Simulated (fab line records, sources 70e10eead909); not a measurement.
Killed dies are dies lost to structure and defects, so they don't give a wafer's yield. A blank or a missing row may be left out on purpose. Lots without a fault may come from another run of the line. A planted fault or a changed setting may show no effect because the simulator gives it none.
Tool commonality check | flow nand_harc | 2 lots, 6 wafers sampled

WHY IT WAS OPENED
At NHARC_END_SORT_01 the reading sort_bin_2_pct is flagged on 2 of 2 lots. Wafers without a fault read 2.9 %, standard deviation 1.4.
Rule: a lot is flagged when every wafer of it that has a number lies more than 4 standard deviations from that mean, or none has a number. The other lots count as sound.

lot  | measured     | on        | sort_bin_2_pct (%), wafer by wafer | flag
L326 | day 28 17:42 | prober-01 | 92.5 91.6 93.1                     | FLAGGED
L329 | day 29 10:06 | prober-02 | 95.9 96.9 96.3                     | FLAGGED
The numbers of the flagged lots are 94.4 % on average: +91.5 % against the usual, or +65 standard deviations.

WHICH TOOL RAN EACH LOT
The record holds 4 process steps before the reading, out of a route of 1302 steps. In each cell: the tool, then ch and the chambers that the sampled wafers went through, then the start.
lot  | flag    | NHARC_A_M0_DEP_32             | NHARC_A_M1_ETCH_15                 | NHARC_A_M1_PRE_CLEAN_30                 | NHARC_A_M1_ANNEAL_31
L326 | FLAGGED | pecvd-04 ch 1,2, day 27 04:23 | rie_diel-02 ch 0,1, day 27 05:57   | pvd_sputter-02, day 27 07:40 or earlier | rtp_anneal-02 ch 0, day 27 07:40
L329 | FLAGGED | pecvd-02 ch 0,1, day 27 20:17 | rie_diel-02 ch 0,1,2, day 27 21:42 | pvd_sputter-01, day 27 23:32 or earlier | rtp_anneal-02 ch 0, day 27 23:32
What these steps do:
- NHARC_A_M0_DEP_32: deposits SiCN, target thk 30 nm.
- NHARC_A_M1_ETCH_15: etches the open film in C4F8/Ar, target depth 182.5 nm, time 91.2 s.
- NHARC_A_M1_PRE_CLEAN_30: time 30 s.
- NHARC_A_M1_ANNEAL_31: time 90 s.
- NHARC_END_SORT_01

FLAGGED OVER TOTAL, TOOL BY TOOL (the gauges that took the reading come last)
step                    | tool           | lots run | flagged | share of the flagged lots | sound lots run after its first flagged lot
NHARC_A_M0_DEP_32       | pecvd-02       | 1        | 1       | some                      | 0
NHARC_A_M0_DEP_32       | pecvd-04       | 1        | 1       | some                      | 0
NHARC_A_M1_ETCH_15      | rie_diel-02    | 2        | 2       | all                       | 0
NHARC_A_M1_PRE_CLEAN_30 | pvd_sputter-01 | 1        | 1       | some                      | 0
NHARC_A_M1_PRE_CLEAN_30 | pvd_sputter-02 | 1        | 1       | some                      | 0
NHARC_A_M1_ANNEAL_31    | rtp_anneal-02  | 2        | 2       | all                       | 0
NHARC_END_SORT_01       | prober-01      | 1        | 1       | some                      | 0
NHARC_END_SORT_01       | prober-02      | 1        | 1       | some                      | 0
NHARC_A_M1_PRE_CLEAN_30 gives no start for some lots, so the hours and the order of its lots are those of NHARC_A_M1_ANNEAL_31.

WHAT THE TABLE ALLOWS
2 rows of the table ran every flagged lot: rie_diel-02 at NHARC_A_M1_ETCH_15, rtp_anneal-02 at NHARC_A_M1_ANNEAL_31.
- rie_diel-02 at NHARC_A_M1_ETCH_15: 2 of its 2 lots flagged. It ran no sound lot before its first flagged lot in this sample, so the start can't be narrowed down.
- rtp_anneal-02 at NHARC_A_M1_ANNEAL_31: 2 of its 2 lots flagged. It ran no sound lot before its first flagged lot in this sample, so the start can't be narrowed down.
Counting lots can't tell these 2 tools apart, because each fits a fault that began at some hour. More lots, or a look at what each step does to the wafer, might.

WHAT THE SIMULATOR HAD PUT IN
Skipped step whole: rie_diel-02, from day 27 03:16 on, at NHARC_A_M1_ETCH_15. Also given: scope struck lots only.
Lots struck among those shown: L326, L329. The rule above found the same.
